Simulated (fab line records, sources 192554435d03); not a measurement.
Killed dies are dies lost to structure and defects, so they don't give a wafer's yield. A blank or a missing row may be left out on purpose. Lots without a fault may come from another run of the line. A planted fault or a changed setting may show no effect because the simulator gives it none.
Chamber matching | flow n5_finfet | N5_BEOL_M2_STRIP_36 on rie_diel-04: 4 sister chambers
The step strips in N2/H2. 4 wafers are shown with their chamber, then 10 later ones without.

WAFERS WITH THEIR CHAMBER
wafer  | chamber | drypump_motor_current_A (A)
L092.2 | 2       | 6.4
L092.4 | 1       | 5.4
L093.1 | 0       | 6.1
L093.5 | 3       | 5.6

WAFERS WITHOUT THEIR CHAMBER
wafer  | drypump_motor_current_A (A)
L093.6 | 6.3
L094.2 | 6.2
L094.3 | 5.7
L094.5 | 5.7
L095.1 | 6.1
L095.2 | 6.4
L095.4 | 5.4
L097.2 | 5.4
L097.3 | 5.7
L097.6 | 6.4

WHICH CHAMBER EACH WENT THROUGH
wafer  | from the rows above     | in truth
L093.6 | can't be placed: 2 or 0 | 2
L094.2 | can't be placed: 0 or 2 | 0
L094.3 | 3                       | 3
L094.5 | 3                       | 3
L095.1 | 0                       | 0
L095.2 | 2                       | 2
L095.4 | 1                       | 1
L097.2 | 1                       | 1
L097.3 | 3                       | 3
L097.6 | 2                       | 2
Placed correctly: 8 of 10. Can't be placed from these rows: 2 (the true chamber is among the candidates in 2). Placed wrongly: 0.
How it was worked out, from the rows above alone: a wafer's distance from a chamber is the root of the sum, over the readings, of the square of ((its reading less the chamber's mean) divided by the reading's scatter). The wafer belongs to the nearest chamber; if the next one is less than 2 further off, it can't be placed. A chamber's mean is the mean of its shown wafers. The scatter: with one shown wafer a chamber, the root of the mean of the squares of how far each hidden wafer lies from its nearest shown one.
